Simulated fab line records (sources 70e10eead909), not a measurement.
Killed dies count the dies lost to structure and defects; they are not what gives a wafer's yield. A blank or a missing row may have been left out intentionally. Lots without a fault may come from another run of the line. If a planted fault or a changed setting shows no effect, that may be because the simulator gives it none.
Which tool is to blame?    flow nandHarc    Sampling: 13 lots, 39 wafers, 4 of 1302 route steps

WHAT EACH GAUGE READ, for each wafer
The record holds no reading of a measuring or inspecting step that can be judged against a usual standard deviation.

WHAT TOOL EACH LOT RAN ON (gives the tool, then ch and the chambers of the sampled wafers, and finally the start)
lot   NHARC_P_M0_DEP_32                NHARC_P_M1_PEB_07                 NHARC_P_M1_ETCH_35                 NHARC_P_M1_PVD_20
L938  pecvd-02 ch 0,2, day 6 08:15     lithoTrack-06 ch 0, day 6 09:25   rieDiel-11 ch 0,1,2, day 6 09:46   pvdSputter-03, no start
L939  pecvd-04 ch 0,2, day 6 12:00     lithoTrack-01 ch 0, day 6 13:01   rieDiel-11 ch 0,2,3, day 6 13:23   pvdSputter-01, no start
L940  pecvd-01 ch 0,1, day 7 04:59     lithoTrack-01 ch 0, day 7 06:02   rieDiel-11 ch 0,1,2, day 7 06:23   pvdSputter-01, no start
L941  pecvd-04 ch 0,1, day 7 06:34     lithoTrack-04 ch 0, day 7 07:41   rieDiel-06 ch 1,2,3, day 7 08:04   pvdSputter-02, no start
L945  pecvd-04 ch 0,1, day 8 22:24     lithoTrack-01 ch 0, day 8 23:33   rieDiel-11 ch 0,2,3, day 8 23:55   pvdSputter-01, no start
L946  pecvd-01 ch 0,2, day 9 09:43     lithoTrack-01 ch 0, day 9 10:45   rieDiel-06 ch 0,1, day 9 11:06     pvdSputter-03, no start
L947  pecvd-01 ch 0,1, day 9 16:32     lithoTrack-01 ch 0, day 9 17:42   rieDiel-09 ch 0,1, day 9 18:04     pvdSputter-02, no start
L948  pecvd-01 ch 0,1,2, day 10 04:34  lithoTrack-01 ch 0, day 10 05:44  rieDiel-06 ch 0,1,2, day 10 06:07  pvdSputter-03, no start
L949  pecvd-01 ch 0,1,2, day 10 21:23  lithoTrack-01 ch 0, day 10 22:33  rieDiel-06 ch 0,1,3, day 10 22:54  pvdSputter-01, no start
L950  pecvd-02 ch 0,2, day 11 02:43    lithoTrack-01 ch 0, day 11 03:49  rieDiel-06 ch 2,3, day 11 04:10    pvdSputter-02, no start
L951  pecvd-01 ch 0,1, day 12 06:01    lithoTrack-01 ch 0, day 12 07:09  rieDiel-11 ch 0,1, day 12 07:30    pvdSputter-01, no start
L952  pecvd-01 ch 0,1,2, day 12 07:31  lithoTrack-06, day 12 08:34       rieDiel-11 ch 0,2,3, day 12 08:55  pvdSputter-02, no start
L960  pecvd-01 ch 0,1,2, day 15 10:39  lithoTrack-06 ch 0, day 15 11:49  rieDiel-11 ch 0,2, day 15 12:10    pvdSputter-02, no start
- NHARC_P_M0_DEP_32: deposits SiCN, target thk 30 nm.
- NHARC_P_M1_PEB_07: peb time 65 s.
- NHARC_P_M1_ETCH_35: etches the open film in N2/H2, target depth 40 nm, overetch 12 nm, time 43.94 s.
- NHARC_P_M1_PVD_20: deposits TaN, target thk 5 nm, time 8.06 s.

WHAT THE TOOLS THEMSELVES READ (means of the sampled wafers that have a number; where no wafer has one, the mark that the record gives instead)
NHARC_P_M0_DEP_32. Usual: heaterPowerOuterW 340 W, standard deviation 63; heaterPowerW 597 W, standard deviation 79; rfFwdPowerW 449.0 W, standard deviation 1.6.
lot   tool      heaterPowerOuterW (W)  heaterPowerW (W)  rfFwdPowerW (W)  flag
L938  pecvd-02  308                    568               448.8            
L939  pecvd-04  327                    587               448.9            
L940  pecvd-01  304                    540               448.1            
L941  pecvd-04  333                    596               448.6            
L945  pecvd-04  350                    628               448.4            
L946  pecvd-01  366                    616               449.7            
L947  pecvd-01  406                    661               449.1            
L948  pecvd-01  360                    615               450.7            
L949  pecvd-01  367                    635               450.1            
L950  pecvd-02  255                    493               448.7            
L951  pecvd-01  422                    696               451.6            
L952  pecvd-01  384                    638               448.9            
L960  pecvd-01  357                    608               450.2            

NHARC_P_M1_PEB_07. Usual: chillPlateTempC 23.00 C, standard deviation 0.1; exhaustPa 44.9 Pa, standard deviation 0.87; plateTempC 100.03 C, standard deviation 0.12.
lot   tool           chillPlateTempC (C)  exhaustPa (Pa)  plateTempC (C)  flag
L938  lithoTrack-06  22.96                45.4            100.04          
L939  lithoTrack-01  23.05                45.7            100.14          
L940  lithoTrack-01  22.99                45.3            100.23          
L941  lithoTrack-04  23.08                43.6            100.03          
L945  lithoTrack-01  23.04                45.7            100.09          
L946  lithoTrack-01  22.94                45.6            100.09          
L947  lithoTrack-01  22.91                45.2            100.04          
L948  lithoTrack-01  23.03                44.2            100.09          
L949  lithoTrack-01  23.07                45.7            100.08          
L950  lithoTrack-01  22.93                44.7            100.07          
L951  lithoTrack-01  22.96                44.2            99.95           
L952  lithoTrack-06  -                    -               -               OFF
L960  lithoTrack-06  22.97                45.6            99.97           

NHARC_P_M1_ETCH_35. Usual: drypumpMotorCurrentA 5.9 A, standard deviation 0.33; mfcArSccm 0.008 sccm, standard deviation 0.0083; oesProductAu 0.999 a.u., standard deviation 0.01; rfFwdPowerW 395.5 W, standard deviation 1.6; rfVppV 430.5 V, standard deviation 2.7; showerheadPlenumPTorr 2.04 Torr, standard deviation 0.087; throttleValvePct 14.172 %, standard deviation 0.0095.
lot   tool        drypumpMotorCurrentA (A)  mfcArSccm (sccm)  oesProductAu (a.u.)  rfFwdPowerW (W)  rfVppV (V)  showerheadPlenumPTorr (Torr)  throttleValvePct (%)  flag
L938  rieDiel-11  5.8                       0.006             0.994                394.4            431.6       2.07                          14.160                
L939  rieDiel-11  5.9                       0.006             0.993                397.1            430.1       2.03                          14.171                
L940  rieDiel-11  5.8                       0.006             0.990                395.1            431.2       2.07                          14.162                
L941  rieDiel-06  6.0                       0.009             0.998                396.2            430.1       2.04                          14.172                
L945  rieDiel-11  6.0                       0.006             0.997                396.4            430.1       2.03                          14.185                
L946  rieDiel-06  5.7                       0.010             1.016                394.1            431.9       2.10                          14.175                
L947  rieDiel-09  6.0                       0.005             1.013                394.4            429.2       2.00                          14.177                
L948  rieDiel-06  5.8                       0.014             1.003                395.6            431.4       2.04                          14.164                
L949  rieDiel-06  6.0                       0.007             1.003                394.9            431.0       2.05                          14.169                
L950  rieDiel-06  6.0                       0.014             0.998                397.1            429.1       1.98                          14.175                
L951  rieDiel-11  5.6                       0.001             0.987                395.8            432.8       2.12                          14.171                
L952  rieDiel-11  6.0                       0.006             0.985                395.3            429.9       2.03                          14.180                
L960  rieDiel-11  6.0                       0.012             0.986                396.1            428.6       2.01                          14.170                

NHARC_P_M1_PVD_20. Usual: 30.3 % for throttleValvePct, sd 1.2.
lot   tool           throttleValvePct (%)  flag
L938  pvdSputter-03  29.5                  
L939  pvdSputter-01  30.2                  
L940  pvdSputter-01  30.0                  
L941  pvdSputter-02  31.2                  
L945  pvdSputter-01  28.8                  
L946  pvdSputter-03  30.2                  
L947  pvdSputter-02  31.0                  
L948  pvdSputter-03  30.5                  
L949  pvdSputter-01  29.1                  
L950  pvdSputter-02  31.2                  
L951  pvdSputter-01  30.3                  
L952  pvdSputter-02  31.2                  
L960  pvdSputter-02  31.0                  

THE ANSWER, worked out from the rows above alone
Rule: a lot counts as off when the mean over its wafers that have a number is more than 3 standard deviations away from the usual mean. A lot without any number at a reading at which 4 lots or more have one is off too. Where the step has rows for the other lots, those lots are counted as sound. First the gauges in route order, then the tools' own readings, where a lot's mean is used as printed above. The first step at which some lot is off is used, and at that step the reading that is off furthest; a lot without a number counts as furthest.
Off: L952 (NHARC_P_M1_PEB_07, chillPlateTempC). Without a number there: L952.
A tool fits if, at that step or a process step before it, it ran every lot that is off, and no sound lot after the first of them. No candidate that was tried fits.

WHAT THE SIMULATOR PUT IN
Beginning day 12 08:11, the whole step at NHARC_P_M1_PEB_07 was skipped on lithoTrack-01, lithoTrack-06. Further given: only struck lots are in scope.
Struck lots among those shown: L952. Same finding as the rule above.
